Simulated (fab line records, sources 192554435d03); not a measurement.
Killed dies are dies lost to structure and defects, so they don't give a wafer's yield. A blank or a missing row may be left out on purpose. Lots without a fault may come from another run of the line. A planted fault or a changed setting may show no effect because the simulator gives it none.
Chamber matching | flow n5_finfet | N5_GATE_CUT_CMP_02 on cmp-02: 4 sister chambers
The step polishes, stops on SiO2, t overpolish 12.7 s, target thk 0 nm. 8 wafers are shown with their chamber, then 8 later ones without.

WAFERS WITH THEIR CHAMBER
wafer  | chamber | motor_current_A (A) | overpolish_run_s (s)
L083.1 | 1       | 10.1                | 12.691
L083.3 | 2       | 8.2                 | 12.712
L083.6 | 3       | 9.5                 | 12.693
L084.5 | 3       | 9.3                 | 12.689
L088.1 | 1       | 9.9                 | 12.706
L088.2 | 0       | 8.9                 | 12.712
L088.6 | 2       | 8.7                 | 12.704
L089.1 | 0       | 8.9                 | 12.711

WAFERS WITHOUT THEIR CHAMBER
wafer  | motor_current_A (A) | overpolish_run_s (s)
L089.3 | 8.4                 | 12.691
L089.5 | 8.3                 | 12.703
L094.1 | 9.7                 | 12.694
L094.5 | 8.3                 | 12.702
L094.6 | 9.9                 | 12.702
L097.2 | 9.9                 | 12.699
L097.3 | 9.5                 | 12.705
L097.6 | 10.3                | 12.692

WHICH CHAMBER EACH WENT THROUGH
wafer  | from the rows above          | in truth
L089.3 | can't be placed: 2 or 0      | 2
L089.5 | 2                            | 2
L094.1 | can't be placed: 3 or 1      | 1
L094.5 | 2                            | 2
L094.6 | 1                            | 1
L097.2 | 1                            | 1
L097.3 | can't be placed: 3 or 1 or 0 | 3
L097.6 | 1                            | 1
Placed correctly: 5 of 8. Can't be placed from these rows: 3 (the true chamber is among the candidates in 3). Placed wrongly: 0.
How it was worked out, from the rows above alone: a wafer's distance from a chamber is the root of the sum, over the readings, of the square of ((its reading less the chamber's mean) divided by the reading's scatter). The wafer belongs to the nearest chamber; if the next one is less than 2 further off, it can't be placed. A chamber's mean is the mean of its shown wafers. The scatter: the root of (the sum of the squares of (reading less its chamber's mean) over the shown wafers, divided by (wafers less chambers)).
